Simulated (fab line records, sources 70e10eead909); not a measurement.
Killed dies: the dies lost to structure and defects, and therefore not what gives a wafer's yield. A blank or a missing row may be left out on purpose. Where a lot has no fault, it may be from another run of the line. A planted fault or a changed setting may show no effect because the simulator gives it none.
Which tool is to blame?    flow nand_harc    35 wafers from 12 lots sampled at 5 of the route's 1159 steps

## WHAT THE GAUGES SHOWED, per wafer
NHARC_END_SORT_01. Usual: killed_at_array 25, standard deviation 9.5; killed_at_other 0.8, standard deviation 1.2; killed_at_periphery 3.4, standard deviation 2.2; killed_dies 29, standard deviation 10; killed_open 3.3, standard deviation 1.8; killed_short 2.1, standard deviation 1.4.
lot   measured      on         killed_at_array  killed_at_other  killed_at_periphery  killed_dies  killed_open  killed_short  flag
L656  day 22 00:49  prober-02  28 38 42         1 0 0            1 3 2                30 41 44     2 3 4        0 2 3         
L659  day 22 06:58  prober-02  29 26 15         0 0 0            5 6 4                34 32 19     6 4 3        3 1 3         
L667  day 25 08:16  prober-01  14 26 15         0 2 0            6 4 3                20 32 18     4 4 5        0 2 0         

## WHICH TOOL RAN EACH LOT (tool, then ch and the chambers of the sampled wafers, then the start)
lot   NHARC_A_CHANNEL_HOLE_D1_ETCH_16                NHARC_A_CHANNEL_HOLE_D1_ETCH_19   NHARC_A_CHANNEL_HOLE_D1_ETCH_21   NHARC_A_CHANNEL_FILL_D1_ALD_14
L646  rie_diel-12 ch 1,2,3, day 8 07:47 or earlier   har_etch-02 ch 0,1, day 8 07:47   har_etch-02 ch 0,1, day 8 08:19   ald_hk-04 ch 2,3, day 8 20:43
L648  rie_diel-12 ch 1,2,3, day 8 19:07 or earlier   har_etch-01 ch 0,1, day 8 19:07   har_etch-01 ch 0,1, day 8 19:32   ald_hk-01 ch 0,2,3, day 9 08:08
L647  rie_diel-04 ch 0,1,3, day 8 19:17 or earlier   har_etch-02 ch 0,1, day 8 19:17   har_etch-02 ch 0,1, day 8 19:43   ald_hk-01 ch 0,2,3, day 9 08:22
L650  rie_diel-08 ch 0,2,3, day 9 04:28 or earlier   har_etch-02 ch 0,1, day 9 04:28   har_etch-02 ch 0,1, day 9 04:53   ald_hk-02 ch 1,2,3, day 9 17:28
L649  rie_diel-12 ch 0,1, day 9 04:42 or earlier     har_etch-01 ch 0,1, day 9 04:42   har_etch-01 ch 0,1, day 9 05:11   ald_hk-02 ch 0,2,3, day 9 17:37
L654  rie_diel-08 ch 1,2,3, day 10 06:20 or earlier  har_etch-02 ch 0,1, day 10 06:20  har_etch-02 ch 0,1, day 10 06:45  ald_hk-04 ch 0,2,3, day 10 20:10
L656  rie_diel-12 ch 0,1,2, day 10 15:32 or earlier  har_etch-01 ch 0,1, day 10 15:32  har_etch-01 ch 0,1, day 10 16:05  ald_hk-04 ch 1,2,3, day 11 04:32
L659  rie_diel-12 ch 0,1,2, day 11 08:34 or earlier  har_etch-02 ch 0,1, day 11 08:34  har_etch-02 ch 0,1, day 11 08:59  ald_hk-04 ch 0,3, day 11 22:17
L660  rie_diel-08 ch 0,2, day 12 09:15 or earlier    har_etch-01 ch 0,1, day 12 09:15  har_etch-01 ch 0,1, day 12 09:47  ald_hk-04 ch 0,2, day 12 22:10
L666  rie_diel-08 ch 1,2,3, day 13 03:49 or earlier  har_etch-01 ch 0,1, day 13 03:49  har_etch-01 ch 0,1, day 13 04:15  ald_hk-02 ch 1,2,3, day 13 16:44
L667  rie_diel-04 ch 0,1,3, day 13 21:35 or earlier  har_etch-02 ch 0,1, day 13 21:35  har_etch-02 ch 0,1, day 13 22:04  ald_hk-02 ch 1,2,3, day 14 11:08
L669  rie_diel-04 ch 0,1,3, day 14 03:56 or earlier  har_etch-02 ch 0,1, day 14 03:56  har_etch-02 ch 0,1, day 14 04:28  ald_hk-02 ch 0,2,3, day 14 19:04
- NHARC_A_CHANNEL_HOLE_D1_ETCH_16: etches the open film in O2/COS, target depth 3100 nm, time 806 s.
- NHARC_A_CHANNEL_HOLE_D1_ETCH_19: etches the open film in C4F8/O2/Ar, time 34.5 s.
- NHARC_A_CHANNEL_HOLE_D1_ETCH_21: etches the open film in C4F8/O2/Ar, time 514.3 s, target depth 1600 nm.
- NHARC_A_CHANNEL_FILL_D1_ALD_14: deposits SiO2, target thk 2.5 nm, pulse time 10 s, ald cycles 25.

## AS READ BY THE TOOLS THEMSELVES (means over the sampled wafers that have a number; for cases with no such wafer, the mark the record gives instead)
NHARC_A_CHANNEL_HOLE_D1_ETCH_16. Usual: drypump_motor_current_A 5.61 A, standard deviation 0.3; o2_flow_sccm 400.1 sccm, standard deviation 1.1; oes_product_au 1.001 a.u., standard deviation 0.011; rf_vpp_V 314.6 V, standard deviation 1.9; showerhead_plenum_p_Torr 3.15 Torr, standard deviation 0.13; throttle_valve_pct 28.330 %, standard deviation 0.009.
lot   tool         drypump_motor_current_A (A)  o2_flow_sccm (sccm)  oes_product_au (a.u.)  rf_vpp_V (V)  showerhead_plenum_p_Torr (Torr)  throttle_valve_pct (%)  flag
L646  rie_diel-12  5.45                         400.0                1.002                  314.9         3.19                             28.335                  
L648  rie_diel-12  5.46                         399.9                1.006                  314.6         3.18                             28.316                  
L647  rie_diel-04  5.44                         400.4                0.998                  314.7         3.14                             28.333                  
L650  rie_diel-08  5.64                         399.4                1.011                  315.6         3.22                             28.330                  
L649  rie_diel-12  5.87                         399.7                1.006                  314.2         3.09                             28.329                  
L654  rie_diel-08  5.65                         399.8                0.993                  313.8         3.15                             28.331                  
L656  rie_diel-12  5.68                         400.1                0.987                  314.5         3.13                             28.325                  
L659  rie_diel-12  5.69                         399.2                0.995                  314.0         3.13                             28.323                  
L660  rie_diel-08  5.46                         400.4                1.006                  315.8         3.19                             28.338                  
L666  rie_diel-08  5.63                         398.6                1.003                  314.6         3.15                             28.329                  
L667  rie_diel-04  5.43                         400.1                0.988                  314.9         3.13                             28.335                  
L669  rie_diel-04  5.43                         400.6                1.001                  314.0         3.13                             28.337                  

NHARC_A_CHANNEL_HOLE_D1_ETCH_19. Usual: drypump_motor_current_A 6.0 A, standard deviation 0.51; o2_flow_sccm 96.22 sccm, standard deviation 0.3; showerhead_plenum_p_Torr 3.75 Torr, standard deviation 0.08; temp_c -19.99 C, standard deviation 0.1; throttle_valve_pct 37.038 %, standard deviation 0.0099.
lot   tool         drypump_motor_current_A (A)  o2_flow_sccm (sccm)  showerhead_plenum_p_Torr (Torr)  temp_c (C)  throttle_valve_pct (%)  flag
L646  har_etch-02  6.4                          96.47                3.70                             -20.02      37.034                  
L648  har_etch-01  5.8                          96.40                3.84                             -20.04      37.027                  
L647  har_etch-02  6.4                          95.98                3.69                             -20.03      37.035                  
L650  har_etch-02  6.4                          96.29                3.69                             -19.94      37.041                  
L649  har_etch-01  5.8                          96.32                3.84                             -19.87      37.042                  
L654  har_etch-02  6.4                          96.30                3.68                             -20.02      37.035                  
L656  har_etch-01  5.8                          96.66                3.83                             -19.89      37.033                  
L659  har_etch-02  6.3                          95.93                3.72                             -20.01      37.032                  
L660  har_etch-01  5.6                          96.04                3.80                             -20.09      37.053                  
L666  har_etch-01  5.5                          96.08                3.78                             -20.03      37.037                  
L667  har_etch-02  6.3                          96.58                3.70                             -19.93      37.044                  
L669  har_etch-02  6.3                          96.04                3.70                             -20.02      37.041                  

NHARC_A_CHANNEL_HOLE_D1_ETCH_21. Usual: drypump_motor_current_A 6.0 A, standard deviation 0.51; o2_flow_sccm 35.68 sccm, standard deviation 0.093; showerhead_plenum_p_Torr 3.70 Torr, standard deviation 0.076; temp_c -19.99 C, standard deviation 0.093; throttle_valve_pct 32.156 %, standard deviation 0.0091.
lot   tool         drypump_motor_current_A (A)  o2_flow_sccm (sccm)  showerhead_plenum_p_Torr (Torr)  temp_c (C)  throttle_valve_pct (%)  flag
L646  har_etch-02  6.4                          35.76                3.66                             -20.01      32.158                  
L648  har_etch-01  5.8                          35.72                3.79                             -20.00      32.149                  
L647  har_etch-02  6.4                          35.71                3.65                             -19.98      32.157                  
L650  har_etch-02  6.4                          35.68                3.65                             -19.99      32.150                  
L649  har_etch-01  5.8                          35.60                3.79                             -19.90      32.157                  
L654  har_etch-02  6.4                          35.72                3.64                             -20.09      32.154                  
L656  har_etch-01  5.8                          35.70                3.78                             -19.96      32.156                  
L659  har_etch-02  6.2                          35.74                3.67                             -20.08      32.155                  
L660  har_etch-01  5.7                          35.69                3.77                             -20.07      32.151                  
L666  har_etch-01  5.4                          35.63                3.74                             -19.95      32.165                  
L667  har_etch-02  6.2                          35.70                3.66                             -19.88      32.154                  
L669  har_etch-02  6.2                          35.77                3.65                             -20.09      32.159                  

NHARC_A_CHANNEL_FILL_D1_ALD_14. Usual: heater_power_w 454 W, standard deviation 46; precursor_pulse_height_rel 1.001, standard deviation 0.018.
lot   tool       heater_power_w (W)  precursor_pulse_height_rel  flag
L646  ald_hk-04  444                 0.993                       
L648  ald_hk-01  465                 0.995                       
L647  ald_hk-01  470                 1.003                       
L650  ald_hk-02  468                 1.026                       
L649  ald_hk-02  460                 0.999                       
L654  ald_hk-04  433                 1.001                       
L656  ald_hk-04  440                 1.001                       
L659  ald_hk-04  427                 1.007                       
L660  ald_hk-04  448                 0.996                       
L666  ald_hk-02  472                 1.007                       
L667  ald_hk-02  475                 1.011                       
L669  ald_hk-02  456                 0.984                       

## THE ANSWER, worked out from the rows above alone
Rule: a lot counts as off when the mean over its wafers that have a number is more than 3 standard deviations away from the usual mean. A lot without any number at a reading at which 4 lots or more have one is off too. The other lots that the step has rows for count as sound. The gauges are gone through in route order, then the tools' own readings, and for those a lot's mean is taken as printed above. The first step at which some lot is off is used, and at that step the reading that is off furthest; a lot without a number counts as furthest.
Across all readings shown, no lot is off: no conclusion can be drawn from this.

## WHAT THE SIMULATOR HAD INSERTED
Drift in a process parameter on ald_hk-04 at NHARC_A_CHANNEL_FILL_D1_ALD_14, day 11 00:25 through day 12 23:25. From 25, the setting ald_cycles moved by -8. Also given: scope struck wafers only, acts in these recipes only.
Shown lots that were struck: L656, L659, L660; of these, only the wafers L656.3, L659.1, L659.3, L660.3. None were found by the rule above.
